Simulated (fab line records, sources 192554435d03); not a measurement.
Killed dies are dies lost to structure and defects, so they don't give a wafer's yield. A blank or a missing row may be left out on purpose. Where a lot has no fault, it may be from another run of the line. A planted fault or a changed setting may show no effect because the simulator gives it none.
Matching of chambers + flow n5Finfet + N5_SD_EPI_N_ETCH_34 on rieDiel-04 has 4 sister chambers
The step etches SiARC in CF4, target depth 45.5 nm, time 75.8 s. 18 wafers are shown with their chamber, then 9 later ones without.

WAFERS PAIRED WITH THEIR CHAMBERS
| wafer  | chamber | showerheadPlenumPTorr (Torr) | drypumpMotorCurrentA (A) | throttleValvePct (%) |
|--------|---------|------------------------------|--------------------------|----------------------|
| L074.3 | 3       | 2.10                         | 5.4                      | 15.58                |
| L074.5 | 3       | 2.10                         | 5.3                      | 15.60                |
| L074.6 | 0       | 2.05                         | 5.6                      | 15.50                |
| L078.1 | 1       | 2.06                         | 5.2                      | 15.30                |
| L078.5 | 1       | 2.06                         | 5.2                      | 15.31                |
| L078.6 | 2       | 2.22                         | 5.8                      | 15.67                |
| L079.1 | 1       | 2.06                         | 5.3                      | 15.31                |
| L079.2 | 2       | 2.22                         | 5.8                      | 15.66                |
| L079.3 | 0       | 2.05                         | 5.6                      | 15.53                |
| L080.1 | 3       | 2.10                         | 5.4                      | 15.08                |
| L080.3 | 1       | 2.06                         | 5.2                      | 15.32                |
| L080.6 | 2       | 2.21                         | 5.8                      | 15.65                |
| L081.1 | 2       | 2.21                         | 5.8                      | 15.67                |
| L081.2 | 1       | 2.06                         | 5.3                      | 15.34                |
| L081.5 | 0       | 2.05                         | 5.6                      | 15.54                |
| L086.2 | 0       | 2.04                         | 5.6                      | 15.56                |
| L086.3 | 2       | 2.21                         | 5.8                      | 15.68                |
| L086.5 | 1       | 2.06                         | 5.2                      | 15.34                |

SIGNATURES (averages over the wafers above)
| reading               | chamber 0 | chamber 1 | chamber 2 | chamber 3 | scatter within a chamber |
|-----------------------|-----------|-----------|-----------|-----------|--------------------------|
| showerheadPlenumPTorr | 2.0475    | 2.0600    | 2.2140    | 2.1000    | 0.00373                  |
| drypumpMotorCurrentA  | 5.600     | 5.233     | 5.800     | 5.367     | 0.0378                   |
| throttleValvePct      | 15.5325   | 15.3200   | 15.6660   | 15.4200   | 0.113                    |
Rule: for each reading, subtract the chamber's mean from the wafer's reading, divide by that reading's scatter and square the result; add these up over the readings and take the root, which gives the wafer's distance from the chamber. The wafer belongs to the nearest chamber; if the next one is less than 2 further off, it can't be placed. The scatter: the root of (the sum of the squares of (reading less its chamber's mean) over the shown wafers, divided by (wafers less chambers)).

WAFERS WITHOUT THEIR CHAMBER
| wafer  | showerheadPlenumPTorr (Torr) | drypumpMotorCurrentA (A) | throttleValvePct (%) |
|--------|------------------------------|--------------------------|----------------------|
| L087.1 | 2.10                         | 5.3                      | 15.10                |
| L087.4 | 2.04                         | 5.6                      | 15.55                |
| L087.5 | 2.06                         | 5.2                      | 15.35                |
| L093.1 | 2.09                         | 5.3                      | 15.14                |
| L093.4 | 2.04                         | 5.6                      | 15.59                |
| L093.6 | 2.05                         | 5.2                      | 15.37                |
| L096.1 | 2.04                         | 5.6                      | 15.61                |
| L096.4 | 2.05                         | 5.2                      | 15.39                |
| L096.5 | 2.05                         | 5.2                      | 15.37                |

WHICH CHAMBER EACH WENT THROUGH
| wafer  | from the rows above | in truth |
|--------|---------------------|----------|
| L087.1 | 3                   | 3        |
| L087.4 | 0                   | 0        |
| L087.5 | 1                   | 1        |
| L093.1 | 3                   | 3        |
| L093.4 | 0                   | 0        |
| L093.6 | 1                   | 1        |
| L096.1 | 0                   | 0        |
| L096.4 | 1                   | 1        |
| L096.5 | 1                   | 1        |
Correctly placed: 9 of 9. From these rows, 0 cannot be placed. Placed wrongly: 0.
